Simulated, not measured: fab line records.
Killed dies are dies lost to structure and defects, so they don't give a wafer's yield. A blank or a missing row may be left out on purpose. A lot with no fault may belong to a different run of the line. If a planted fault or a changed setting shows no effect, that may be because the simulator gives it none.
Chamber matching -- flow n5Finfet -- N5_MOL_CONTACT_COAG_ETCH_106 on rieDiel-01 has 4 sister chambers
The step etches SOC in N2/H2, target depth 80 nm, overetch 16 nm, time 120 s. 14 wafers are shown with their chamber, then 7 later ones without.

== WAFERS, EACH WITH ITS CHAMBER ==
wafer,chamber,throttleValvePct (%),oesProductAu (a.u.),showerheadPlenumPTorr (Torr)
L077.2,3,17.96,0.67,2.53
L077.3,1,17.50,0.88,2.59
L077.5,3,17.96,0.67,2.53
L081.3,1,17.54,0.84,2.58
L081.4,3,17.98,0.67,2.53
L081.5,0,17.88,0.76,2.58
L083.1,2,18.01,0.72,2.57
L083.2,3,17.96,0.66,2.53
L083.3,0,17.87,0.76,2.58
L083.4,1,17.54,0.84,2.58
L083.5,0,17.87,0.75,2.58
L083.6,3,18.00,0.67,2.53
L091.1,2,18.05,0.71,2.56
L091.3,3,18.02,0.65,2.52

SIGNATURES (averages over the wafers above)
reading,chamber 0,chamber 1,chamber 2,chamber 3,scatter within a chamber
throttleValvePct,17.8733,17.5267,18.0300,17.9800,0.0227
oesProductAu,0.7567,0.8533,0.7150,0.6650,0.0124
showerheadPlenumPTorr,2.5800,2.5833,2.5650,2.5283,0.00447
Rule: a wafer's distance from a chamber is the root of the sum, over the readings, of the square of ((its reading less the chamber's mean) divided by the reading's scatter). If the next closest chamber is less than 2 further off than the closest, the wafer can't be placed; otherwise it belongs to the closest. The scatter: the root of (the sum of the squares of (reading less its chamber's mean) over the shown wafers, divided by (wafers less chambers)).

== WAFERS WHOSE CHAMBER IS MISSING ==
wafer,throttleValvePct (%),oesProductAu (a.u.),showerheadPlenumPTorr (Torr)
L091.4,17.91,0.74,2.57
L092.1,18.02,0.65,2.52
L092.2,18.06,0.72,2.56
L092.4,17.57,0.80,2.58
L095.1,18.03,0.65,2.52
L095.3,17.58,0.79,2.57
L095.4,17.91,0.74,2.57

== EACH ONE'S CHAMBER ==
wafer,from the rows above,in truth
L091.4,0,0
L092.1,3,3
L092.2,2,2
L092.4,1,1
L095.1,3,3
L095.3,1,1
L095.4,0,0
7 of 7 placed correctly. Number that these rows cannot place: 0. Wrongly placed: 0.
